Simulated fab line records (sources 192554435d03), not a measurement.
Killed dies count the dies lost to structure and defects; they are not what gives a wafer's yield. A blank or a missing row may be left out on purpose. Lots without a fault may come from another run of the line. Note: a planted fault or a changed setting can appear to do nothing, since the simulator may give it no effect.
fab line records    flow n5_finfet
record lots=11  wafers=30  last_day=17
route steps=1938 shown SPACER0@258 BEOL_M4@1082 PASSIVATION@1936
lots that met no fault: taken from a fault-free run of the same line
start_h: hours from the record's first day to the start of the lot's first wafer shown    wait_h: hours from the lot's prior step to this one    " unchanged from the row above    L1.1+2: a row that stands for several wafers    - no value, or no start given    * or withheld: withheld    < > ~ a bound
route shown NAME@n: a module of which the file shows steps, and the number in the route of the first    usual: mean/standard deviation taken from wafers without a fault    same: alike in all rows    chamber/n: place in a boat    sites: each site's reading    _std_site: how widely they spread, as a standard deviation    _edge_site: the outer-site mean with the inner-site mean subtracted    radius_mm: for every site, how far away it sits from the centre of the wafer    mask NAME#n: copy n    behind: tool/chamber where the wafer was last shaped    hold: why the lot was held/for how many hours/how that ended    device: names the non-switching transistor (n, p or np)    end of line: the tests these same wafers got at the end of their route    a step given without rows: its recipe and nothing more    killed: the dies lost at the first sort to structure and to defects; this is not the yield of the wafer    map: a wafer's dies, marking killed ones x, the rest . and places with no die _
set.NAME: the setting that was run; set.NAME@STEP: the one run at that earlier step    model.NAME: the simulator's own value behind a step, which no gauge read
steps of the route over a sample of lots; a table a step, a row a wafer
services: when a tool's chamber went out of use (start_h, in hours from the record's first day, below 0 if earlier), for how many hours, and the reason
## steps
# step N5_SPACER0_ALD_07
# recipe material=SiNx  target_thk_a=20  temp_c=400  ald_precursor_family=SiH2I2  ald_co_reactant=N2/H2-plasma  pressure_torr=2
# usual heater_power_w=835/67
lot.wafer  tool        chamber  start_h  wait_h  heater_power_w  since_wet_clean_h
L200.2     ald_sin-04  1        47.55    0.0     812             145
L200.3     "           3        "        "       913             145
L200.6     "           2        "        "       730             -
L202.2     ald_sin-01  2        60.11    0.0     801             341
L202.3     "           1        "        "       816             341
L202.5     "           1        "        "       791             -
L203.3     ald_sin-03  1        65.03    0.0     985             254
L203.5     "           1        "        "       988             -
L203.6     "           0        "        "       834             -
L204.2     ald_sin-04  0        72.75    0.0     865             171
L204.4     "           2        "        "       742             -
L204.6     "           3        "        "       890             -
L205.2     ald_sin-01  0        77.55    0.0     833             358
L205.3     "           1        "        "       793             358
L205.6     "           0        "        "       821             -
L207.1     ald_sin-04  3        89.89    0.7     899             188
L207.3     "           0        "        "       865             188
L207.6     "           1        "        "       824             -
L213.1     ald_sin-04  2        130.09   0.1     725             228
L213.4     "           1        "        "       798             228
L214.1     ald_sin-04  0        134.29   0.0     851             232
L214.6     "           2        "        "       727             -
L216.1     ald_sin-04  3        145.18   0.1     889             243
L216.6     "           3        "        "       905             -
L219.1     ald_sin-03  2        161.75   0.0     914             351
L219.4     "           3        "        "       838             351
L219.5     "           0        "        "       859             -
L222.2     ald_sin-01  2        183.32   0.7     770             84
L222.3     "           2        "        "       761             -
L222.5     "           3        "        "       824             -
# step N5_BEOL_M4_SURFACE_TREAT_85
# recipe gas=Ar  time_s=*  ion_energy_ev=*  ion_current_ma_cm2=0.5  pressure_mtorr=*  ar_flow_sccm=30
# usual pressure_mtorr=*  throttle_valve_pct=*
lot.wafer  tool            chamber  start_h  wait_h  pressure_mtorr  throttle_valve_pct
L200.2     pvd_sputter-01  -        168.56   0.1     *               *
L200.3     "               -        "        "       *               *
L200.6     "               -        "        "       *               *
L202.2     pvd_sputter-02  -        177.72   0.2     *               *
L202.3     "               -        "        "       *               *
L202.5     "               -        "        "       *               *
L203.3     pvd_sputter-01  -        184.99   0.3     *               *
L203.5     "               -        "        "       *               *
L203.6     "               -        "        "       *               *
L204.2     pvd_sputter-02  -        190.66   0.3     *               *
L204.4     "               -        "        "       *               *
L204.6     "               -        "        "       *               *
L207.1     pvd_sputter-01  -        208.74   0.4     *               *
L207.3     "               -        "        "       *               *
L207.6     "               -        "        "       *               *
L205.2     pvd_sputter-01  -        208.78   0.3     *               *
L205.3     "               -        "        "       *               *
L205.6     "               -        "        "       *               *
L213.1     pvd_sputter-03  -        248.92   0.2     *               *
L213.4     "               -        "        "       *               *
L214.1     pvd_sputter-02  -        253.98   0.2     *               *
L214.6     "               -        "        "       *               *
L216.1     pvd_sputter-02  -        263.13   0.1     *               *
L216.6     "               -        "        "       *               *
L219.1     pvd_sputter-03  -        287.59   0.2     *               *
L219.4     "               -        "        "       *               *
L219.5     "               -        "        "       *               *
L222.2     pvd_sputter-03  -        304.38   0.4     *               *
L222.3     "               -        "        "       *               *
L222.5     "               -        "        "       *               *
# step N5_BEOL_M4_ANNEAL_82
# recipe temp_c=400  time_s=240  ambient=vacuum
# usual heater_power_w=845/100
lot.wafer  tool            chamber  start_h  wait_h  heater_power_w
L200.2     pvd_sputter-01  -        169.37   0.0     890
L200.3     "               -        "        "       988
L200.6     "               -        "        "       985
L202.2     pvd_sputter-02  -        178.48   0.0     829
L202.3     "               -        "        "       776
L202.5     "               -        "        "       650
L203.3     pvd_sputter-03  -        186.26   0.0     893
L203.5     "               -        "        "       844
L203.6     "               -        "        "       908
L204.2     pvd_sputter-02  -        191.48   0.0     650
L204.4     "               -        "        "       908
L204.6     "               -        "        "       939
L207.1     pvd_sputter-03  -        209.48   0.0     914
L207.3     "               -        "        "       898
L207.6     "               -        "        "       892
L205.2     pvd_sputter-01  -        209.64   0.0     685
L205.3     "               -        "        "       869
L205.6     "               -        "        "       950
L213.1     pvd_sputter-01  -        249.67   0.0     935
L213.4     "               -        "        "       877
L214.1     pvd_sputter-01  -        254.87   0.0     884
L214.6     "               -        "        "       696
L216.1     pvd_sputter-03  -        264.19   0.0     834
L216.6     "               -        "        "       888
L219.1     pvd_sputter-01  -        288.33   0.0     938
L219.4     "               -        "        "       978
L219.5     "               -        "        "       698
L222.2     pvd_sputter-02  -        306.04   0.0     648
L222.3     "               -        "        "       913
L222.5     "               -        "        "       787
# step N5_BEOL_M4_ANNEAL_93
# recipe temp_c=400  time_s=240  ambient=vacuum
# usual heater_power_w=843/99
lot.wafer  tool            chamber  start_h  wait_h  heater_power_w
L200.2     pvd_sputter-01  -        170.25   0.0     892
L200.3     "               -        "        "       990
L200.6     "               -        "        "       950
L202.2     pvd_sputter-02  -        179.36   0.0     801
L202.3     "               -        "        "       780
L202.5     "               -        "        "       639
L203.3     pvd_sputter-03  -        187.14   0.0     912
L203.5     "               -        "        "       861
L203.6     "               -        "        "       925
L204.2     pvd_sputter-02  -        192.36   0.0     645
L204.4     "               -        "        "       909
L204.6     "               -        "        "       935
L207.1     pvd_sputter-03  -        210.36   0.0     932
L207.3     "               -        "        "       886
L207.6     "               -        "        "       889
L205.2     pvd_sputter-01  -        210.52   0.0     700
L205.3     "               -        "        "       898
L205.6     "               -        "        "       942
L213.1     pvd_sputter-01  -        250.55   0.0     917
L213.4     "               -        "        "       889
L214.1     pvd_sputter-01  -        255.75   0.0     901
L214.6     "               -        "        "       689
L216.1     pvd_sputter-03  -        265.07   0.0     846
L216.6     "               -        "        "       893
L219.1     pvd_sputter-01  -        289.21   0.0     927
L219.4     "               -        "        "       978
L219.5     "               -        "        "       699
L222.2     pvd_sputter-02  -        306.92   0.0     648
L222.3     "               -        "        "       917
L222.5     "               -        "        "       801
# step N5_BEOL_M4_RC_MEAS_101
# usual DIBL_N=35.9/1.8  DIBL_P=36.2/2  IOFF_N=0.16/0.031  IOFF_P=0.22/0.041  ION_N=676/11  ION_P=465/8.5  REXT_N=75.2/1.8  REXT_P=100.7/1.8  SS_N=71.4/0.64  SS_P=73.2/0.7  VT_N=250/3.5  VT_P=-250/3.9
lot.wafer  tool       chamber  start_h  wait_h  DIBL_N[mV/V]  DIBL_P[mV/V]  IOFF_N[nA/um]  IOFF_P[nA/um]  ION_N[uA/um]  ION_P[uA/um]  REXT_N[ohm.um]  REXT_P[ohm.um]  SS_N[mV/dec]  SS_P[mV/dec]  VT_N[mV]  VT_P[mV]
L200.2     prober-01  0        172.38   0.2     35.4          35.3          0.13           0.22           672           466           75.5            100.8           71.4          72.4          255       -249
L200.3     "          0        "        "       36.9          37.8          0.17           0.29           694           484           75.2            99.6            71.1          73.3          249       -244
L200.6     "          0        "        "       35.3          34.9          0.14           0.23           674           476           75.3            101.1           70.7          73.0          252       -246
L202.2     prober-02  0        182.35   0.2     36.6          35.9          0.17           0.19           673           449           77.4            102.7           71.5          73.4          250       -251
L202.3     "          0        "        "       33.5          32.5          0.11           0.15           657           450           77.6            101.5           70.8          71.8          252       -254
L202.5     "          0        "        "       35.1          35.4          0.15           0.18           676           457           77.3            102.7           71.1          72.0          250       -251
L203.3     prober-02  0        189.02   0.3     32.6          34.6          0.12           0.18           668           462           76.6            104.3           70.5          72.7          254       -248
L203.5     "          0        "        "       29.3          29.7          0.08           0.12           652           450           75.4            103.9           70.0          71.0          260       -254
L203.6     "          0        "        "       34.5          34.9          0.14           0.18           655           451           75.0            106.1           71.0          71.9          252       -251
L204.2     prober-01  0        195.17   0.2     36.8          36.1          0.18           0.25           681           471           76.1            102.3           72.3          73.8          249       -244
L204.4     "          0        "        "       36.2          35.4          0.15           0.24           673           474           76.6            101.6           71.4          74.1          250       -245
L204.6     "          0        "        "       34.8          34.8          0.15           0.23           678           472           76.0            101.3           71.2          73.0          249       -247
L207.1     prober-01  0        214.18   0.0     34.1          32.5          0.12           0.19           672           468           76.2            99.4            71.3          72.5          253       -250
L207.3     "          0        "        "       36.5          35.7          0.17           0.24           682           464           76.9            101.4           71.4          73.8          247       -247
L207.6     "          0        "        "       36.3          35.0          0.16           0.22           675           459           76.6            100.5           71.6          72.7          249       -247
L205.2     prober-02  0        214.88   0.2     35.2          35.6          0.13           0.18           658           448           76.1            99.1            72.0          73.5          252       -258
L205.3     "          0        "        "       36.6          37.7          0.16           0.22           671           462           75.7            96.1            72.2          73.9          248       -254
L205.6     "          0        "        "       34.1          34.7          0.12           0.16           672           462           76.0            98.0            71.5          73.3          252       -255
L213.1     prober-01  0        252.03   0.0     37.3          38.2          0.20           0.27           694           477           68.3            97.1            71.0          73.5          245       -246
L213.4     "          0        "        "       33.9          34.9          0.13           0.18           663           459           72.5            101.5           71.3          72.6          251       -253
L214.1     prober-01  0        257.21   0.0     39.4          38.9          0.26           0.33           700           485           72.6            93.7            72.1          74.0          241       -241
L214.6     "          0        "        "       34.1          34.6          0.15           0.23           679           469           77.0            99.1            70.5          73.6          250       -245
L216.1     prober-01  0        266.56   0.0     40.2          38.8          0.26           0.32           703           482           70.4            93.2            72.8          73.3          240       -242
L216.6     "          0        "        "       36.2          35.4          0.16           0.21           671           462           76.3            99.8            72.0          73.4          250       -251
L219.1     prober-01  0        290.67   0.0     38.3          40.2          0.22           0.28           679           470           73.7            97.8            72.5          74.3          247       -245
L219.4     "          0        "        "       38.3          39.0          0.20           0.26           685           476           73.9            97.4            72.2          73.0          246       -246
L219.5     "          0        "        "       37.5          37.9          0.18           0.24           678           464           73.6            98.2            72.2          73.7          248       -247
L222.2     prober-02  0        308.80   0.2     35.1          35.2          0.14           0.21           684           470           72.0            103.0           71.1          72.6          247       -248
L222.3     "          0        "        "       37.9          37.1          0.18           0.24           691           473           70.7            102.1           71.3          74.2          248       -248
L222.5     "          0        "        "       37.0          36.8          0.16           0.24           678           470           71.8            102.6           71.6          73.5          248       -248
# step N5_PASSIVATION_PROBE_49
# usual defect_limited_yield=91.3/1.3  killed_at_M0_to_M3=35/9.3  killed_at_M4_up=14/5.2  killed_at_contacts=12/5.9  killed_at_front_end=38/11  killed_at_other=4/3.7  killed_dies=103/15  killed_open=67/12  killed_short=34/8  sort_bin_4_leakage=0/0  sort_bin_5_function=5.1/0.88  sort_bin_6_memory=3.3/0.65  sort_bin_8_speed=0.00/0.03  sort_n_pass=1077/15  sort_yield_pct=91.3/1.3
# same gross_dies=1180  killed_at_back_side=0
lot.wafer  tool       chamber  start_h  wait_h  defect_limited_yield[%]  killed_at_M0_to_M3  killed_at_M4_up  killed_at_contacts  killed_at_front_end  killed_at_other  killed_dies  killed_open  killed_short  sort_bin_4_leakage[%]  sort_bin_5_function[%]  sort_bin_6_memory[%]  sort_bin_8_speed[%]  sort_n_pass  sort_yield_pct[%]
L200.2     prober-01  -        285.16   0.3     90.5                     38                  15               22                  34                   3                112          74           38            0                      5.3                     3.8                   0                    1068         90.5
L200.3     prober-01  -        285.21   0.4     90.7                     51                  16               13                  27                   3                110          73           37            0                      5.3                     3.6                   0                    1070         90.7
L200.6     prober-01  -        285.36   0.5     90.1                     47                  13               13                  36                   8                117          70           47            0                      5.4                     3.8                   0                    1063         90.1
L204.2     prober-01  -        309.49   0.1     91.8                     40                  13               14                  30                   0                97           57           39            0                      5.0                     3.0                   0                    1083         91.8
L204.4     prober-01  -        309.59   0.2     90.8                     48                  15               8                   37                   0                108          77           30            0                      5.0                     3.8                   0                    1072         90.8
L204.6     prober-01  -        309.69   0.3     90.2                     61                  14               10                  30                   1                116          79           37            0                      5.1                     4.0                   0                    1064         90.2
L205.2     prober-01  -        328.52   0.1     89.7                     45                  11               13                  53                   0                122          80           40            0                      4.8                     5.2                   0                    1058         89.7
L205.3     prober-01  -        328.57   0.1     89.7                     50                  19               10                  42                   0                121          74           46            0                      5.8                     4.2                   0                    1059         89.7
L205.6     prober-01  -        328.72   0.3     89.9                     46                  17               11                  44                   1                119          79           39            0                      6.0                     4.0                   0                    1061         89.9
L213.1     prober-01  -        380.60   0.0     91.0                     31                  15               4                   52                   4                106          76           29            0                      5.5                     3.2                   0                    1074         91.0
L213.4     prober-01  -        380.75   0.2     92.4                     21                  23               9                   37                   0                90           67           23            0                      4.0                     3.6                   0                    1090         92.4
L214.1     prober-02  -        380.60   0.0     92.8                     20                  15               9                   41                   0                85           50           30            0                      4.1                     2.5                   0                    1095         92.8
L216.1     prober-02  -        382.58   0.0     87.5                     50                  15               19                  59                   5                148          92           53            0.08                   7.0                     4.9                   0.08                 1031         87.4
L219.1     prober-02  -        399.63   0.6     92.3                     26                  15               13                  34                   3                91           50           41            0                      4.2                     3.1                   0                    1089         92.3
L219.4     prober-02  -        399.78   0.7     90.5                     36                  16               8                   49                   3                112          62           48            0                      5.8                     3.2                   0                    1068         90.5
L219.5     prober-02  -        399.83   0.8     90.0                     39                  13               9                   57                   0                118          66           51            0                      5.3                     4.4                   0                    1062         90.0
# killed by level:class
L200.2 MOL_CONTACT_COAG:geometric_particle:open=19 FIN_SAQP:geometric_particle:short=8 BEOL_M4:geometric_particle:open=7 BEOL_M0:geometric_particle:open=7 STI_FIN_REVEAL:geometric_particle:open=6 BEOL_M0_SAQP:geometric_particle:short=6 FIN_SAQP:geometric_particle:open=5 BEOL_M0_SAQP:geometric_particle:open=5
L200.3 BEOL_M1:geometric_particle:open=10 FIN_SAQP:geometric_particle:short=9 MOL_CONTACT_COAG:geometric_particle:open=9 BEOL_M0_SAQP:geometric_particle:short=9 BEOL_M3:geometric_particle:open=9 BEOL_M0_SAQP:geometric_particle:open=8 BEOL_M4:geometric_particle:open=7 BEOL_M1:geometric_particle:short=5
L200.6 MOL_CONTACT_COAG:geometric_particle:open=10 BEOL_M0_SAQP:geometric_particle:short=9 FIN_SAQP:geometric_particle:open=8 BEOL_M0_SAQP:geometric_particle:open=7 BEOL_M3:geometric_particle:open=7 BEOL_M1:geometric_particle:open=6 BEOL_M2:geometric_particle:short=6 GATE_CUT:geometric_particle:short=5
L204.2 BEOL_M3:geometric_particle:open=11 MOL_CONTACT_COAG:geometric_particle:open=10 BEOL_M0_SAQP:geometric_particle:open=9 BEOL_M0_SAQP:geometric_particle:short=8 FIN_SAQP:geometric_particle:short=7 FIN_SAQP:geometric_particle:open=7 BEOL_M4:geometric_particle:open=5 MOL_CONTACT_COAG:geometric_particle:short=4
L204.4 BEOL_M0_SAQP:geometric_particle:open=15 FIN_SAQP:geometric_particle:open=13 BEOL_M2:geometric_particle:open=12 FIN_SAQP:geometric_particle:short=11 BEOL_M4:geometric_particle:open=9 MOL_CONTACT_COAG:geometric_particle:open=7 BEOL_M0_SAQP:geometric_particle:short=7 BEOL_M3:geometric_particle:open=6
L204.6 BEOL_M0_SAQP:geometric_particle:open=19 FIN_SAQP:geometric_particle:open=13 BEOL_M0_SAQP:geometric_particle:short=12 BEOL_M3:geometric_particle:open=10 BEOL_M2:geometric_particle:open=8 FIN_SAQP:geometric_particle:short=7 MOL_CONTACT_COAG:geometric_particle:open=7 BEOL_M4:geometric_particle:open=6
L205.2 BEOL_M3:geometric_particle:open=21 MOL_CONTACT_COAG:geometric_particle:open=10 DUMMY_GATE:geometric_particle:open=9 FIN_SAQP:geometric_particle:open=8 FIN_SAQP:geometric_particle:short=8 BEOL_M0_SAQP:geometric_particle:open=7 BEOL_M3:geometric_particle:short=6 GATE_CUT:geometric_particle:short=5
L205.3 FIN_SAQP:geometric_particle:short=15 BEOL_M3:geometric_particle:open=15 BEOL_M0_SAQP:geometric_particle:open=10 BEOL_M0_SAQP:geometric_particle:short=10 ILD0:geometric_particle:open=6 MOL_CONTACT_COAG:geometric_particle:open=6 BEOL_M2:geometric_particle:open=6 BEOL_M5:geometric_particle:open=6
L205.6 BEOL_M3:geometric_particle:open=15 BEOL_M0_SAQP:geometric_particle:short=10 MOL_CONTACT_COAG:geometric_particle:open=10 FIN_SAQP:geometric_particle:open=8 BEOL_M0_SAQP:geometric_particle:open=7 STI_FIN_REVEAL:geometric_particle:open=6 DUMMY_GATE:geometric_particle:open=5 FIN_SAQP:geometric_particle:short=4
L213.1 STI_FIN_REVEAL:geometric_particle:open=14 FIN_SAQP:geometric_particle:open=11 FIN_SAQP:geometric_particle:short=9 BEOL_M3:geometric_particle:open=8 BEOL_M1:geometric_particle:open=8 GATE_CUT:geometric_particle:open=6 BEOL_M0_SAQP:geometric_particle:open=5 BEOL_M0_SAQP:geometric_particle:short=4
L214.1 STI_FIN_REVEAL:geometric_particle:open=9 BEOL_M0_SAQP:geometric_particle:short=8 MOL_CONTACT_COAG:geometric_particle:open=7 GATE_CUT:geometric_particle:short=6 BEOL_M4:geometric_particle:open=5 HKMG_FIN:area_etch=5 FIN_SAQP:geometric_particle:short=4 FIN_SAQP:geometric_particle:open=4
L213.4 BEOL_M4:geometric_particle:open=11 STI_FIN_REVEAL:geometric_particle:open=7 MOL_CONTACT_COAG:geometric_particle:open=7 BEOL_M0_SAQP:geometric_particle:open=7 BEOL_M2:geometric_particle:open=6 FIN_SAQP:geometric_particle:open=5 GATE_CUT:geometric_particle:open=5 GATE_CUT:geometric_particle:short=4
L216.1 BEOL_M0_SAQP:geometric_particle:short=18 STI_FIN_REVEAL:geometric_particle:open=16 MOL_CONTACT_COAG:geometric_particle:open=16 FIN_SAQP:geometric_particle:open=13 BEOL_M0_SAQP:geometric_particle:open=13 FIN_SAQP:geometric_particle:short=10 BEOL_M3:geometric_particle:open=9 BEOL_M4:geometric_particle:open=5
L219.1 BEOL_M0_SAQP:geometric_particle:short=11 FIN_SAQP:geometric_particle:open=10 MOL_CONTACT_COAG:geometric_particle:open=10 FIN_SAQP:geometric_particle:short=6 GATE_CUT:geometric_particle:short=5 BEOL_M0_SAQP:geometric_particle:open=5 BEOL_M4:geometric_particle:short=5 BEOL_M4:geometric_particle:open=5
L219.4 BEOL_M4:geometric_particle:open=13 BEOL_M0_SAQP:geometric_particle:short=12 FIN_SAQP:geometric_particle:short=10 GATE_CUT:geometric_particle:short=10 BEOL_M2:geometric_particle:open=9 GATE_CUT:geometric_particle:open=7 MOL_CONTACT_COAG:geometric_particle:open=6 BEOL_M0_SAQP:geometric_particle:open=6
L219.5 FIN_SAQP:geometric_particle:short=19 BEOL_M0_SAQP:geometric_particle:open=14 BEOL_M0_SAQP:geometric_particle:short=12 STI_FIN_REVEAL:geometric_particle:open=9 FIN_SAQP:geometric_particle:open=7 MOL_CONTACT_COAG:geometric_particle:open=7 BEOL_M3:geometric_particle:open=6 STI_FIN_REVEAL:geometric_particle:short=4
## services
tool            chamber  start_h  hours  kind
pvd_sputter-01  -        32.61    13.5   repair
pvd_sputter-02  -        50.11    15.2   repair
ald_sin-04      -        53.48    0.7    repair
ald_sin-04      1        66.51    9.2    repair
pvd_sputter-01  -        83.60    1.1    repair
ald_sin-01      -        85.25    14.0   pm
ald_sin-03      -        102.60   28.1   pm
ald_sin-01      0        103.30   121.1  repair
pvd_sputter-01  -        115.56   3.2    repair
ald_sin-01      1        168.50   92.3   repair
ald_sin-03      -        178.17   14.0   pm
ald_sin-04      1        178.87   152.3  repair
ald_sin-03      3        217.11   7.0    repair
ald_sin-04      -        250.48   0.3    repair
pvd_sputter-03  -        254.06   7.5    repair
ald_sin-04      -        268.61   14.0   pm
ald_sin-04      0        268.61   14.0   vent_cycle
ald_sin-04      2        268.61   14.0   vent_cycle
ald_sin-04      3        268.61   14.0   vent_cycle
ald_sin-04      0        282.61   -      clean
ald_sin-04      2        282.61   -      clean
ald_sin-04      3        282.61   -      clean
ald_sin-04      3        290.89   2.9    repair
ald_sin-04      3        299.21   4.7    repair
## key
first_sign step=N5_BEOL_M4_RC_MEAS_101  reading=REXT_P  direction=down  sigmas=3.4  usual=100.7  struck=94.6
effect step=N5_BEOL_M4_RC_MEAS_101  reading=IOFF_N  direction=up  sigmas=2.6  usual=0.16  struck=0.24  wafers_moved=2
effect step=N5_BEOL_M4_RC_MEAS_101  reading=REXT_N  direction=down  sigmas=2.6  usual=75.2  struck=70.4
effect step=N5_BEOL_M4_RC_MEAS_101  reading=VT_N  direction=down  sigmas=2.3  usual=250  struck=242
effect step=N5_BEOL_M4_RC_MEAS_101  reading=IOFF_P  direction=up  sigmas=2.2  usual=0.22  struck=0.31  wafers_moved=2
met_at N5_SPACER0_ALD_07
struck_lots L213,L214,L216
struck_wafers L213.1,L214.1,L216.1
not_acting_at N5_BEOL_M4_SURFACE_TREAT_85,N5_BEOL_M4_ANNEAL_82,N5_BEOL_M4_ANNEAL_93
onset_between 89.89 130.09
fault kind=process_parameter_drift  tool=ald_sin-04  chamber=-  onset_h=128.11  steps=N5_SPACER0_ALD_07  channel=target_thk_a  offset=*  shape=step  end_h=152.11  scope=struck_wafers_only  acts_in=*  stated=*
